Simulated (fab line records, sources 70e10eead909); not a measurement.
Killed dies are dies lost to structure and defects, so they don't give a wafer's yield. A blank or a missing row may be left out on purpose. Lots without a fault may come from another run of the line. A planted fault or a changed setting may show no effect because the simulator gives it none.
Chamber matching | flow nand_harc | NHARC_A_CHANNEL_HOLE_D1_DEP_01 on pecvd-01: 3 sister chambers
The step deposits SiON, target thk 140 nm. 6 wafers are shown with their chamber, then 8 later ones without.

WAFERS WITH THEIR CHAMBER
wafer  | chamber | heater_power_w (W)
L080.5 | 0       | 614
L089.4 | 2       | 1010
L091.1 | 1       | 838
L091.3 | 2       | 870
L091.4 | 0       | 593
L092.2 | 1       | 900

WAFERS WITHOUT THEIR CHAMBER
wafer  | heater_power_w (W)
L092.4 | 904
L092.6 | 1015
L094.2 | 870
L094.5 | 986
L094.6 | 873
L097.1 | 683
L097.2 | 931
L097.6 | 985

WHICH CHAMBER EACH WENT THROUGH
wafer  | from the rows above     | in truth
L092.4 | can't be placed: 1 or 2 | 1
L092.6 | can't be placed: 2 or 1 | 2
L094.2 | can't be placed: 1 or 2 | 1
L094.5 | can't be placed: 2 or 1 | 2
L094.6 | can't be placed: 1 or 2 | 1
L097.1 | can't be placed: 0 or 1 | 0
L097.2 | can't be placed: 2 or 1 | 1
L097.6 | can't be placed: 2 or 1 | 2
Placed correctly: 0 of 8. Can't be placed from these rows: 8 (the true chamber is among the candidates in 8). Placed wrongly: 0.
How it was worked out, from the rows above alone: a wafer's distance from a chamber is the root of the sum, over the readings, of the square of ((its reading less the chamber's mean) divided by the reading's scatter). The wafer belongs to the nearest chamber; if the next one is less than 2 further off, it can't be placed. A chamber's mean is the mean of its shown wafers. The scatter: the root of (the sum of the squares of (reading less its chamber's mean) over the shown wafers, divided by (wafers less chambers)).
